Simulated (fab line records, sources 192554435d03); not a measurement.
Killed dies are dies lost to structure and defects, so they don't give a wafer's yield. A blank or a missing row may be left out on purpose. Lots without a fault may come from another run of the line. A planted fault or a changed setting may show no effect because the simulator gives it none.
Tool commonality check | flow n5_finfet | 9 lots, 27 wafers sampled

WHY IT WAS OPENED
At N5_BEOL_M4_RC_MEAS_101 the reading IOFF_N_LONG is flagged on 2 of 9 lots. Wafers without a fault read 5.5e-05 nA/um, standard deviation 2.4e-06.
Rule: a lot is flagged when every wafer of it that has a number lies more than 4 standard deviations from that mean, or none has a number. The other lots count as sound.

lot  | measured     | on        | IOFF_N_LONG (nA/um), wafer by wafer | flag
L939 | day 10 16:01 | prober-02 | 5.66e-05 5.79e-05 5.65e-05          |
L942 | day 11 00:26 | prober-01 | 5.44e-05 5.34e-05 5.37e-05          |
L943 | day 11 01:06 | prober-02 | 5.6e-05 5.73e-05 5.7e-05            |
L944 | day 11 10:58 | prober-01 | 5.57e-05 5.63e-05 5.71e-05          |
L945 | day 11 13:35 | prober-02 | 6.97e-05 6.78e-05 6.88e-05          | FLAGGED
L947 | day 11 19:53 | prober-01 | 5.33e-05 5.1e-05 5.25e-05           |
L946 | day 11 22:42 | prober-02 | 5.58e-05 5.41e-05 5.51e-05          |
L948 | day 12 12:25 | prober-02 | 7.07e-05 7.02e-05 7.04e-05          | FLAGGED
L956 | day 13 23:03 | prober-01 | 5.65e-05 5.84e-05 5.72e-05          |
The numbers of the flagged lots are 7.0e-05 nA/um on average: +1.5e-05 nA/um against the usual, or +6 standard deviations.

WHICH TOOL RAN EACH LOT
The record holds 2 process steps before the reading, out of a route of 1938 steps. In each cell: the tool, then ch and the chambers that the sampled wafers went through, then the start.
lot  | flag    | N5_ZERO_LAYER_DESCUM_16           | N5_WELL_APT_RTA_34
L939 |         | rie_diel-02 ch 1,2,3, day 3 00:55 | rtp_anneal-01 ch 0, day 3 05:04
L942 |         | rie_diel-02 ch 0,1,2, day 3 18:43 | rtp_anneal-01 ch 0, day 3 21:53
L943 |         | rie_diel-06 ch 0,1,2, day 4 00:49 | rtp_anneal-01 ch 0, day 4 03:53
L944 |         | rie_diel-02 ch 0,1,2, day 4 06:48 | rtp_anneal-01 ch 0, day 4 10:56
L945 | FLAGGED | rie_diel-06 ch 1,2,3, day 4 12:49 | rtp_anneal-01 ch 0, day 4 15:55
L947 |         | rie_diel-06 ch 1,2,3, day 5 00:48 | rtp_anneal-02 ch 0, day 5 03:55
L946 |         | rie_diel-06 ch 0,1,3, day 4 19:30 | rtp_anneal-02 ch 0, day 4 22:47
L948 | FLAGGED | rie_diel-01 ch 0,1,3, day 5 06:41 | rtp_anneal-01 ch 0, day 5 09:35
L956 |         | rie_diel-06 ch 0,2,3, day 7 06:43 | rtp_anneal-02 ch 0, day 7 10:20
What these steps do:
- N5_ZERO_LAYER_DESCUM_16: chemistry O2, time 7.9 s.
- N5_WELL_APT_RTA_34: time 10 s.
- N5_BEOL_M4_RC_MEAS_101

FLAGGED OVER TOTAL, TOOL BY TOOL (the gauges that took the reading come last)
step                    | tool          | lots run | flagged | share of the flagged lots | sound lots run after its first flagged lot
N5_ZERO_LAYER_DESCUM_16 | rie_diel-01   | 1        | 1       | some                      | 0
N5_ZERO_LAYER_DESCUM_16 | rie_diel-02   | 3        | 0       | none                      | -
N5_ZERO_LAYER_DESCUM_16 | rie_diel-06   | 5        | 1       | some                      | 3 (L946,L947,L956)
N5_WELL_APT_RTA_34      | rtp_anneal-01 | 6        | 2       | all                       | 0
N5_WELL_APT_RTA_34      | rtp_anneal-02 | 3        | 0       | none                      | -
N5_BEOL_M4_RC_MEAS_101  | prober-01     | 4        | 0       | none                      | -
N5_BEOL_M4_RC_MEAS_101  | prober-02     | 5        | 2       | all                       | 1 (L946)

WHAT THE TABLE ALLOWS
2 rows of the table ran every flagged lot: rtp_anneal-01 at N5_WELL_APT_RTA_34, prober-02 at N5_BEOL_M4_RC_MEAS_101.
- rtp_anneal-01 at N5_WELL_APT_RTA_34: 2 of its 6 lots flagged. Its last sound lot is L944 (day 4 10:56), its first flagged lot L945 (day 4 15:55): a fault that began between those two fits. Its own readings lie more than 4 standard deviations out on every wafer of the flagged lots: lamp_power_pct, lamp_zone_1_pct, lamp_zone_2_pct, lamp_zone_3_pct, lamp_zone_4_pct, lamp_zone_5_pct, lamp_zone_6_pct, lamp_zone_7_pct.
- prober-02 at N5_BEOL_M4_RC_MEAS_101: 2 of its 5 lots flagged. Sound lots ran on it after the first flagged one (L946), which a lasting fault on the whole tool wouldn't allow.
One tool is left: rtp_anneal-01 at N5_WELL_APT_RTA_34.

WHAT THE SIMULATOR HAD PUT IN
Process parameter drift: rtp_anneal-01, from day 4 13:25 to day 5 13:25, at N5_WELL_APT_RTA_34. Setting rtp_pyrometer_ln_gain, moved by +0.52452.
Lots struck among those shown: L945, L948. The rule above found the same.
